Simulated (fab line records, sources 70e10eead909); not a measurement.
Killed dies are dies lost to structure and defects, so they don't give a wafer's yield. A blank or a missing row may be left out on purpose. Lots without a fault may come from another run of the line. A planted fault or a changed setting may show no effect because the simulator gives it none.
Which tool did it? | flow nand_harc | 13 lots, 38 wafers sampled, at 5 steps of a route of 1302

WHAT THE GAUGES READ, wafer by wafer
NHARC_END_SORT_01. Usual: defect_limited_yield 91.5 %, standard deviation 2.9; killed_at_array 53, standard deviation 20; killed_at_other 1, standard deviation 1.2; killed_at_periphery 3.7, standard deviation 2.6; killed_dies 58, standard deviation 20; killed_open 3.5, standard deviation 1.8; killed_short 2.4, standard deviation 1.7; sort_bin_2_pct 3.1 %, standard deviation 1.3; sort_bin_3_pct 0.6 %, standard deviation 0.4; sort_bin_4_pct 4.9 %, standard deviation 1.7; sort_n_pass 619, standard deviation 20; sort_rim_yield_pct 92 %, standard deviation 4; sort_yield_pct 91.5 %, standard deviation 2.9.
lot  | measured     | on        | defect_limited_yield (%) | killed_at_array | killed_at_other | killed_at_periphery | killed_dies | killed_open | killed_short | sort_bin_2_pct (%) | sort_bin_3_pct (%) | sort_bin_4_pct (%) | sort_n_pass | sort_rim_yield_pct (%) | sort_yield_pct (%) | flag
L914 | day 32 23:33 | prober-01 | 92.2 0                   | 52 52           | 0 624           | 1 1                 | 53 677      | 5 1         | 5 3          | 2.5 94.5           | 0.7 0.7            | 4.6 4.7            | 624 0       | 94 0                   | 92.2 0             | OFF

WHICH TOOL RAN EACH LOT (tool, then ch and the chambers of the sampled wafers, then the start)
lot  | NHARC_A_M0_ANNEAL_30             | NHARC_A_M0_CMP_23             | NHARC_A_M1_PVD_20                       | NHARC_THIN_TSV_PVD_51
L894 | rtp_anneal-02 ch 0, day 22 18:00 | cmp-04 ch 0,1,2, day 22 18:19 | pvd_sputter-01, day 23 17:04 or earlier | pvd_sputter-01, day 23 17:04
L895 | rtp_anneal-01 ch 0, day 22 21:34 | cmp-01 ch 0,1, day 22 21:52   | pvd_sputter-01, day 23 22:32 or earlier | pvd_sputter-02, day 23 22:32
L896 | rtp_anneal-02 ch 0, day 23 07:40 | cmp-01 ch 0,1, day 23 07:56   | pvd_sputter-01, day 24 09:11 or earlier | pvd_sputter-03, day 24 09:11
L897 | rtp_anneal-01 ch 0, day 24 12:13 | cmp-03 ch 0,1,2, day 24 12:32 | pvd_sputter-01, day 25 14:30 or earlier | pvd_sputter-03, day 25 14:30
L899 | rtp_anneal-01 ch 0, day 24 14:26 | cmp-03 ch 1,2, day 24 14:44   | pvd_sputter-03, day 25 13:33 or earlier | pvd_sputter-02, day 25 13:33
L898 | rtp_anneal-01 ch 0, day 24 19:13 | cmp-04 ch 0,2,3, day 24 19:29 | pvd_sputter-01, day 25 19:52 or earlier | pvd_sputter-03, day 25 19:52
L900 | rtp_anneal-02 ch 0, day 25 07:58 | cmp-01 ch 0,2,3, day 25 08:13 | pvd_sputter-01, day 26 09:01 or earlier | pvd_sputter-01, day 26 09:01
L901 | rtp_anneal-01 ch 0, day 26 07:15 | cmp-01 ch 1,2, day 26 07:34   | pvd_sputter-01, day 27 09:38 or earlier | pvd_sputter-01, day 27 09:38
L904 | rtp_anneal-01 ch 0, day 26 11:34 | cmp-04 ch 0,2, day 26 11:50   | pvd_sputter-03, day 27 12:01 or earlier | pvd_sputter-03, day 27 12:01
L903 | rtp_anneal-01 ch 0, day 26 12:36 | cmp-03 ch 0,1,3, day 26 12:55 | pvd_sputter-03, day 27 14:00 or earlier | pvd_sputter-02, day 27 14:00
L905 | rtp_anneal-02 ch 0, day 27 15:26 | cmp-01 ch 0,1,2, day 27 15:46 | pvd_sputter-03, day 28 18:04 or earlier | pvd_sputter-03, day 28 18:04
L908 | rtp_anneal-02 ch 0, day 28 09:44 | cmp-01 ch 0,2, day 28 10:04   | pvd_sputter-02, day 29 12:34 or earlier | pvd_sputter-02, day 29 12:34
L914 | rtp_anneal-01 ch 0, day 30 20:08 | cmp-01 ch 0,3, day 30 20:23   | pvd_sputter-01, day 32 05:38 or earlier | pvd_sputter-02, day 32 05:38
- NHARC_A_M0_ANNEAL_30: time 90 s.
- NHARC_A_M0_CMP_23: polishes, t overpolish 20 s, target thk 113.75 nm.
- NHARC_A_M1_PVD_20: deposits TaN, target thk 5 nm, time 8.06 s.
- NHARC_THIN_TSV_PVD_51: deposits Cu, target thk 100 nm.

WHAT THE TOOLS THEMSELVES READ (means of the sampled wafers that have a number; where no wafer has one, the mark that the record gives instead)
NHARC_A_M0_ANNEAL_30. Usual: wafer_temp_C_max 225.8, standard deviation 0.32.
lot  | tool          | wafer_temp_C_max | flag
L894 | rtp_anneal-02 | 226.1            |
L895 | rtp_anneal-01 | 225.6            |
L896 | rtp_anneal-02 | 226.3            |
L897 | rtp_anneal-01 | 225.7            |
L899 | rtp_anneal-01 | 225.6            |
L898 | rtp_anneal-01 | 225.5            |
L900 | rtp_anneal-02 | 226.0            |
L901 | rtp_anneal-01 | 225.6            |
L904 | rtp_anneal-01 | 225.6            |
L903 | rtp_anneal-01 | 225.6            |
L905 | rtp_anneal-02 | 226.0            |
L908 | rtp_anneal-02 | 225.9            |
L914 | rtp_anneal-01 | 225.5            |

NHARC_A_M0_CMP_23. Usual: motor_current_A 11.6 A, standard deviation 0.96; time_to_endpoint_s 29.3 s, standard deviation 2.6.
lot  | tool   | motor_current_A (A) | time_to_endpoint_s (s) | flag
L894 | cmp-04 | 10.8                | 32.3                   |
L895 | cmp-01 | 11.8                | 27.2                   |
L896 | cmp-01 | 11.4                | 27.7                   |
L897 | cmp-03 | 11.5                | 27.1                   |
L899 | cmp-03 | 10.9                | 25.0                   |
L898 | cmp-04 | 11.4                | 31.8                   |
L900 | cmp-01 | 12.0                | 30.6                   |
L901 | cmp-01 | 11.5                | 29.4                   |
L904 | cmp-04 | 11.1                | 33.4                   |
L903 | cmp-03 | 11.4                | 31.7                   |
L905 | cmp-01 | 10.9                | 27.9                   |
L908 | cmp-01 | 12.2                | 29.5                   |
L914 | cmp-01 | 11.7                | 25.0                   |

NHARC_A_M1_PVD_20. Usual: throttle_valve_pct 29.3 %, standard deviation 1.1.
lot  | tool           | throttle_valve_pct (%) | flag
L894 | pvd_sputter-01 | 29.6                   |
L895 | pvd_sputter-01 | 29.2                   |
L896 | pvd_sputter-01 | 30.2                   |
L897 | pvd_sputter-01 | 29.3                   |
L899 | pvd_sputter-03 | 28.6                   |
L898 | pvd_sputter-01 | 29.9                   |
L900 | pvd_sputter-01 | 28.9                   |
L901 | pvd_sputter-01 | 30.2                   |
L904 | pvd_sputter-03 | 29.5                   |
L903 | pvd_sputter-03 | 29.4                   |
L905 | pvd_sputter-03 | 29.7                   |
L908 | pvd_sputter-02 | 28.8                   |
L914 | pvd_sputter-01 | 29.3                   |

NHARC_THIN_TSV_PVD_51. Usual: throttle_valve_pct 29.3 %, standard deviation 0.88.
lot  | tool           | throttle_valve_pct (%) | flag
L894 | pvd_sputter-01 | 30.0                   |
L895 | pvd_sputter-02 | 29.1                   |
L896 | pvd_sputter-03 | 29.4                   |
L897 | pvd_sputter-03 | 29.3                   |
L899 | pvd_sputter-02 | 29.3                   |
L898 | pvd_sputter-03 | 30.2                   |
L900 | pvd_sputter-01 | 29.0                   |
L901 | pvd_sputter-01 | 29.0                   |
L904 | pvd_sputter-03 | 29.6                   |
L903 | pvd_sputter-02 | 29.3                   |
L905 | pvd_sputter-03 | 30.0                   |
L908 | pvd_sputter-02 | 29.1                   |
L914 | pvd_sputter-02 | 28.9                   |

THE ANSWER, worked out from the rows above alone
Rule: a lot is off if the mean of its wafers that have a number lies more than 3 standard deviations from the usual mean. A lot without any number at a reading at which 4 lots or more have one is off too. The other lots that the step has rows for count as sound. The gauges are gone through in route order, then the tools' own readings, and for those a lot's mean is taken as printed above. The first step at which some lot is off is used, and at that step the reading that is off furthest; a lot without a number counts as furthest.
Off: L914, at NHARC_END_SORT_01 (killed_at_other). Neither off nor sound, because the step has no rows for them: L894, L895, L896, L897, L899, L898, L900, L901, L904, L903, L905, L908.
A tool fits if, at a process step before that reading, it ran every lot that is off, and no sound lot after the first of them. The gauges at NHARC_END_SORT_01 are tried like those tools. NHARC_A_M1_PVD_20 gives no start for some lots, so the hours and the order of its lots are those of NHARC_THIN_TSV_PVD_51. Can't be told from this: 5 tools fit, rtp_anneal-01 at NHARC_A_M0_ANNEAL_30, cmp-01 at NHARC_A_M0_CMP_23, pvd_sputter-01 at NHARC_A_M1_PVD_20, pvd_sputter-02 at NHARC_THIN_TSV_PVD_51, prober-01 at NHARC_END_SORT_01.

WHAT THE SIMULATOR HAD PUT IN
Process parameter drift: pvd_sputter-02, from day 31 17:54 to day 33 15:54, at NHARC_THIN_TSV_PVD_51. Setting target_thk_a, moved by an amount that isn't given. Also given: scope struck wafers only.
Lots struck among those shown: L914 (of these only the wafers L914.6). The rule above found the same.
